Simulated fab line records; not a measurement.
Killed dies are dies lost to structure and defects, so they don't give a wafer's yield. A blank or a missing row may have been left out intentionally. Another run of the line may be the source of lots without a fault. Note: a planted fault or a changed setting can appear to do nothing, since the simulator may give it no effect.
Which tool did it?    flow n5 finfet    24 lots with 72 wafers sampled at 6 steps, on a route of 1938 steps

== WHAT THE GAUGES SHOWED, per wafer ==
N5_GATE_CUT_CD_MEAS_13: target cd 20 nm. Usual: cd nm reads 19.89 nm (standard deviation 0.23).
lot   measured      on         cd nm (nm)         flag
L074  day 4 12:47   cd sem-03  20.20 20.28 20.06  
L075  day 4 17:43   cd sem-02  19.65 19.77 19.86  
L076  day 5 04:41   cd sem-02  19.79 20.16 19.80  
L077  day 5 08:38   cd sem-03  19.80 19.92 20.20  
L078  day 5 15:30   cd sem-02  19.52 20.03 20.08  
L079  day 6 02:04   cd sem-02  19.63 19.44 19.50  
L080  day 6 03:24   cd sem-02  19.64 19.90 19.94  
L081  day 6 09:51   cd sem-03  19.97 19.80 19.98  
L082  day 6 14:25   cd sem-02  20.17 20.05 19.72  
L083  day 6 20:28   cd sem-03  19.38 19.62 19.78  
L084  day 7 03:52   cd sem-03  19.99 19.70 19.62  
L086  day 7 16:04   cd sem-01  20.18 19.41 19.72  
L085  day 7 17:08   cd sem-02  20.03 20.01 19.91  
L087  day 7 18:52   cd sem-02  19.85 20.26 20.04  
L088  day 8 02:37   cd sem-02  20.00 20.17 20.28  
L089  day 8 08:12   cd sem-03  19.84 19.96 19.86  
L091  day 8 17:23   cd sem-02  20.45 20.14 20.02  
L090  day 8 19:33   cd sem-02  19.79 20.12 19.84  
L092  day 9 03:44   cd sem-02  20.04 19.84 19.89  
L093  day 9 06:31   cd sem-01  20.00 19.97 20.01  
L094  day 9 10:35   cd sem-02  19.81 19.85 19.50  
L095  day 9 17:00   cd sem-01  20.10 19.80 19.81  
L096  day 10 02:40  cd sem-03  19.74 19.81 20.09  
L097  day 10 06:08  cd sem-03  20.11 19.76 20.14  

N5_MOL_CONTACT_COAG_THK_MEAS_29. Usual: for MD_CAP_THK the level is 17.91 nm and the standard deviation is 0.08.
lot   measured      on             MD_CAP_THK (nm)    flag
L074  day 5 02:55   film metro-02  17.88 17.82 18.02  
L075  day 5 07:23   film metro-02  17.82 17.93 17.93  
L076  day 5 17:14   film metro-01  17.95 17.93 17.90  
L077  day 5 20:54   film metro-01  18.01 17.96 17.90  
L078  day 6 03:38   film metro-01  18.13 18.01 18.05  
L079  day 6 15:40   film metro-01  17.90 17.81 17.92  
L080  day 6 15:58   film metro-01  17.94 17.93 17.87  
L081  day 6 21:23   film metro-01  17.82 17.73 17.87  
L082  day 7 05:28   film metro-02  17.88 17.77 17.93  
L083  day 7 11:06   film metro-01  17.87 17.94 17.87  
L084  day 7 16:08   film metro-02  17.91 17.89 17.99  
L086  day 8 06:15   film metro-02  17.98 17.88 17.93  
L085  day 8 05:41   film metro-02  17.79 17.96 17.78  
L087  day 8 07:29   film metro-02  17.77 17.80 17.82  
L088  day 8 14:16   film metro-02  17.93 17.93 17.89  
L089  day 8 22:41   film metro-01  17.87 18.03 17.99  
L091  day 9 05:11   film metro-01  17.94 17.88 18.00  
L090  day 9 10:40   film metro-01  17.94 17.78 17.99  
L092  day 9 17:50   film metro-02  17.97 17.87 18.01  
L093  day 9 18:03   film metro-02  17.96 17.93 17.94  
L094  day 9 21:53   film metro-02  17.94 18.07 18.01  
L095  day 10 05:23  film metro-01  17.81 17.74 17.84  
L096  day 10 16:05  film metro-01  17.92 17.90 17.96  
L097  day 10 19:46  film metro-01  17.92 17.87 17.84  

== WHAT TOOL EACH LOT RAN ON (gives the tool, then ch and the chambers of the sampled wafers, and finally the start) ==
lot   N5_GATE_CUT_CMP_02            N5_GATE_CUT_CUT_ETCH_53            N5_GATE_CUT_STRIP_21                  N5_MOL_CONTACT_COAG_PRE_CLEAN_141
L074  cmp-02 ch 0,2,3, day 4 12:08  rie metal-01 ch 0,1, day 4 13:19   plasma asher-02 ch 0,1, day 4 13:36   pvd sputter-02, day 4 19:19
L075  cmp-04 ch 0,1,3, day 4 17:04  rie metal-02 ch 0,1, day 4 18:22   plasma asher-01 ch 0,1, day 4 18:40   pvd sputter-03, day 5 02:13
L076  cmp-02 ch 0,2,3, day 5 04:01  rie metal-01 ch 0,1, day 5 05:11   plasma asher-01 ch 0,1, day 5 05:29   pvd sputter-01, day 5 12:11
L077  cmp-02 ch 0,1,3, day 5 08:05  rie metal-01 ch 0,1, day 5 09:10   plasma asher-02 ch 0,1, day 5 09:27   pvd sputter-02, day 5 14:57
L078  cmp-03 ch 0,1,2, day 5 14:50  rie metal-01 ch 0,1, day 5 16:01   plasma asher-01 ch 0,1, day 5 16:19   pvd sputter-01, day 5 22:34
L079  cmp-04 ch 1,2,3, day 6 01:14  rie metal-03 ch 0,1, day 6 02:46   plasma asher-01 ch 0,1, day 6 03:04   pvd sputter-01, day 6 10:21
L080  cmp-02 ch 0,3, day 6 02:46    rie metal-02 ch 0,1, day 6 03:55   plasma asher-01 ch 0,1, day 6 04:13   pvd sputter-01, day 6 11:08
L081  cmp-02 ch 0,2, day 6 09:06    rie metal-02 ch 0,1, day 6 10:22   plasma asher-01 ch 0,1, day 6 10:40   pvd sputter-01, day 6 15:40
L082  cmp-02 ch 2,3, day 6 13:40    rie metal-01 ch 0,1, day 6 14:56   plasma asher-02 ch 0,1, day 6 15:13   pvd sputter-01, day 6 22:29
L083  cmp-04 ch 0,2,3, day 6 19:47  rie metal-02 ch 0,1, day 6 21:02   plasma asher-01 ch 1, day 6 21:20     pvd sputter-02, day 7 03:44
L084  cmp-02 ch 0,1,2, day 7 03:07  rie metal-01 ch 0, day 7 04:30     plasma asher-01 ch 0,1, day 7 04:48   pvd sputter-01, day 7 10:46
L086  cmp-03 ch 0,1,3, day 7 15:21  rie metal-02 ch 0,1, day 7 16:47   plasma asher-01 ch 0,1, day 7 17:04   pvd sputter-03, day 8 00:06
L085  cmp-02 ch 0,2,3, day 7 16:31  rie metal-01 ch 0,1, day 7 17:40   plasma asher-01 ch 0,1, day 7 17:58   pvd sputter-03, day 7 23:47
L087  cmp-02 ch 1,2,3, day 7 18:11  rie metal-03 ch 0,1, day 7 19:24   plasma asher-01 ch 0,1, day 7 19:41   pvd sputter-03, day 8 02:18
L088  cmp-03 ch 0,1,3, day 8 01:58  rie metal-03 ch 0,1, day 8 03:08   plasma asher-01 ch 0,1, day 8 03:26   pvd sputter-03, day 8 08:41
L089  cmp-04 ch 0,1, day 8 07:34    rie metal-03 ch 0,1, day 8 08:56   plasma asher-01 ch 0,1, day 8 09:13   pvd sputter-03, day 8 15:17
L091  cmp-02 ch 1,2,3, day 8 16:47  rie metal-02 ch 0,1, day 8 18:00   plasma asher-02 ch 0,1, day 8 18:17   pvd sputter-03, day 8 23:32
L090  cmp-02 ch 0,1,3, day 8 18:53  rie metal-01 ch 0,1, day 8 20:04   plasma asher-01 ch 0,1, day 8 20:22   pvd sputter-03, day 9 02:21
L092  cmp-04 ch 1,2,3, day 9 02:59  rie metal-01 ch 0,1, day 9 04:15   plasma asher-01 ch 0,1, day 9 04:32   pvd sputter-03, day 9 11:34
L093  cmp-04 ch 0,1,3, day 9 05:43  rie metal-01 ch 0,1, day 9 07:02   plasma asher-02 ch 0,1, day 9 07:19   pvd sputter-03, day 9 12:14
L094  cmp-04 ch 1,2,3, day 9 09:57  rie metal-02 ch 1, day 9 11:07     plasma asher-01 ch 0,1, day 9 11:40   pvd sputter-02, day 9 16:30
L095  cmp-02 ch 1,2,3, day 9 16:13  rie metal-01 ch 0, day 9 17:38     plasma asher-01 ch 0,1, day 9 17:55   pvd sputter-01, day 10 00:05
L096  cmp-02 ch 1,3, day 10 01:52   rie metal-02 ch 1, day 10 03:11    plasma asher-01 ch 0,1, day 10 03:34  pvd sputter-02, day 10 09:58
L097  cmp-03 ch 2,3, day 10 05:27   rie metal-03 ch 0,1, day 10 06:41  plasma asher-02 ch 0,1, day 10 06:59  pvd sputter-02, day 10 13:22
- N5_GATE_CUT_CMP_02: polishes, stops on SiO2, t overpolish 12.7 s, target thk 0 nm.
- N5_GATE_CUT_CUT_ETCH_53: etches W in SF6/Cl2, target depth 79.2 nm.
- N5_GATE_CUT_STRIP_21: strips in N2/H2, time 30 s.
- N5_MOL_CONTACT_COAG_PRE_CLEAN_141: time 60 s.

== WHAT THE TOOLS THEMSELVES READ (means of the sampled wafers that have a number; where no wafer has one, the mark that the record gives instead) ==
N5_GATE_CUT_CMP_02. Usual: motor current A 9.0 A, standard deviation 0.86; overpolish run s 12.700 s, standard deviation 0.0099; time to endpoint s 26.2 s, standard deviation 1.8.
lot   tool    motor current A (A)  overpolish run s (s)  time to endpoint s (s)  flag
L074  cmp-02  8.9                  12.694                24.3                    
L075  cmp-04  8.2                  12.702                28.3                    
L076  cmp-02  9.1                  12.698                25.0                    
L077  cmp-02  9.3                  12.692                25.9                    
L078  cmp-03  9.1                  12.699                26.6                    
L079  cmp-04  8.7                  12.706                25.6                    
L080  cmp-02  9.3                  12.707                27.6                    
L081  cmp-02  8.6                  12.706                28.3                    
L082  cmp-02  9.3                  12.699                27.1                    
L083  cmp-04  9.0                  12.706                28.2                    
L084  cmp-02  8.8                  12.703                26.4                    
L086  cmp-03  8.7                  12.705                25.9                    
L085  cmp-02  9.0                  12.704                25.4                    
L087  cmp-02  9.1                  12.689                25.6                    
L088  cmp-03  8.5                  12.694                25.2                    
L089  cmp-04  8.1                  12.696                26.3                    
L091  cmp-02  9.4                  12.695                25.7                    
L090  cmp-02  9.6                  12.705                26.0                    
L092  cmp-04  9.0                  12.703                27.6                    
L093  cmp-04  8.1                  12.700                25.5                    
L094  cmp-04  8.9                  12.702                24.2                    
L095  cmp-02  9.5                  12.696                23.1                    
L096  cmp-02  9.6                  12.701                25.0                    
L097  cmp-03  9.4                  12.694                29.1                    

N5_GATE_CUT_CUT_ETCH_53. Usual: drypump motor current A 5.46 A, standard deviation 0.16; etch rf on time s 26.10 s, standard deviation 0.3; oes product au 0.71 a.u., standard deviation 0.099; throttle valve pct 28.95 %, standard deviation 0.17.
lot   tool          drypump motor current A (A)  etch rf on time s (s)  oes product au (a.u.)  throttle valve pct (%)  flag
L074  rie metal-01  5.42                         26.42                  0.70                   29.00                   
L075  rie metal-02  5.62                         26.35                  0.70                   28.88                   
L076  rie metal-01  5.41                         26.26                  0.70                   28.98                   
L077  rie metal-01  5.41                         26.09                  0.74                   29.03                   
L078  rie metal-01  5.41                         26.13                  0.74                   29.02                   
L079  rie metal-03  5.40                         26.01                  0.58                   28.96                   
L080  rie metal-02  5.47                         26.32                  0.63                   28.75                   
L081  rie metal-02  5.63                         26.30                  0.69                   28.89                   
L082  rie metal-01  5.41                         26.08                  0.68                   28.99                   
L083  rie metal-02  5.61                         26.14                  0.69                   28.89                   
L084  rie metal-01  5.40                         25.90                  0.77                   29.06                   
L086  rie metal-02  5.63                         25.88                  0.69                   28.89                   
L085  rie metal-01  5.41                         26.01                  0.73                   29.04                   
L087  rie metal-03  5.43                         25.62                  0.83                   28.95                   
L088  rie metal-03  5.41                         25.93                  0.81                   28.95                   
L089  rie metal-03  5.42                         25.63                  0.81                   28.95                   
L091  rie metal-02  5.63                         26.09                  0.69                   28.89                   
L090  rie metal-01  5.39                         26.48                  0.67                   29.00                   
L092  rie metal-01  5.44                         25.99                  0.71                   29.04                   
L093  rie metal-01  5.41                         26.22                  0.67                   29.00                   
L094  rie metal-02  5.75                         26.20                  0.74                   29.04                   
L095  rie metal-01  5.42                         26.08                  0.74                   29.08                   
L096  rie metal-02  5.76                         26.16                  0.73                   29.05                   
L097  rie metal-03  5.40                         25.82                  0.70                   29.06                   

N5_GATE_CUT_STRIP_21. Usual: drypump motor current A 5.4 A, standard deviation 0.58; heater power w 323 W, standard deviation 15.
lot   tool             drypump motor current A (A)  heater power w (W)  flag
L074  plasma asher-02  6.1                          318                 
L075  plasma asher-01  5.4                          328                 
L076  plasma asher-01  5.0                          324                 
L077  plasma asher-02  5.8                          340                 
L078  plasma asher-01  5.0                          325                 
L079  plasma asher-01  5.0                          322                 
L080  plasma asher-01  5.0                          321                 
L081  plasma asher-01  5.1                          320                 
L082  plasma asher-02  6.1                          320                 
L083  plasma asher-01  4.7                          318                 
L084  plasma asher-01  5.0                          320                 
L086  plasma asher-01  5.4                          321                 
L085  plasma asher-01  5.0                          318                 
L087  plasma asher-01  5.1                          323                 
L088  plasma asher-01  5.0                          320                 
L089  plasma asher-01  5.0                          325                 
L091  plasma asher-02  6.1                          317                 
L090  plasma asher-01  5.4                          322                 
L092  plasma asher-01  5.4                          323                 
L093  plasma asher-02  5.8                          339                 
L094  plasma asher-01  5.4                          323                 
L095  plasma asher-01  5.0                          320                 
L096  plasma asher-01  5.0                          320                 
L097  plasma asher-02  6.1                          318                 

N5_MOL_CONTACT_COAG_PRE_CLEAN_141. Usual: heater power w reads 491 W (standard deviation 69).
lot   tool            heater power w (W)  flag
L074  pvd sputter-02  465                 
L075  pvd sputter-03  517                 
L076  pvd sputter-01  452                 
L077  pvd sputter-02  471                 
L078  pvd sputter-01  477                 
L079  pvd sputter-01  465                 
L080  pvd sputter-01  510                 
L081  pvd sputter-01  487                 
L082  pvd sputter-01  476                 
L083  pvd sputter-02  501                 
L084  pvd sputter-01  452                 
L086  pvd sputter-03  504                 
L085  pvd sputter-03  583                 
L087  pvd sputter-03  481                 
L088  pvd sputter-03  497                 
L089  pvd sputter-03  573                 
L091  pvd sputter-03  421                 
L090  pvd sputter-03  590                 
L092  pvd sputter-03  499                 
L093  pvd sputter-03  448                 
L094  pvd sputter-02  481                 
L095  pvd sputter-01  488                 
L096  pvd sputter-02  473                 
L097  pvd sputter-02  510                 

== THE ANSWER, worked out from the rows above alone ==
Rule: lot off if the mean of its wafers having a number is beyond 3 standard deviations from the usual mean. Also off: a lot with no number at a reading for which 4 or more lots have one. The other lots that the step has rows for count as sound. The gauges are gone through in route order, then the tools' own readings, and for those a lot's mean is taken as printed above. The first step at which some lot is off is used, and at that step the reading that is off furthest; a lot without a number counts as furthest.
None of the lots is off at any reading shown; this tells nothing.

== WHAT THE SIMULATOR HAD PUT IN ==
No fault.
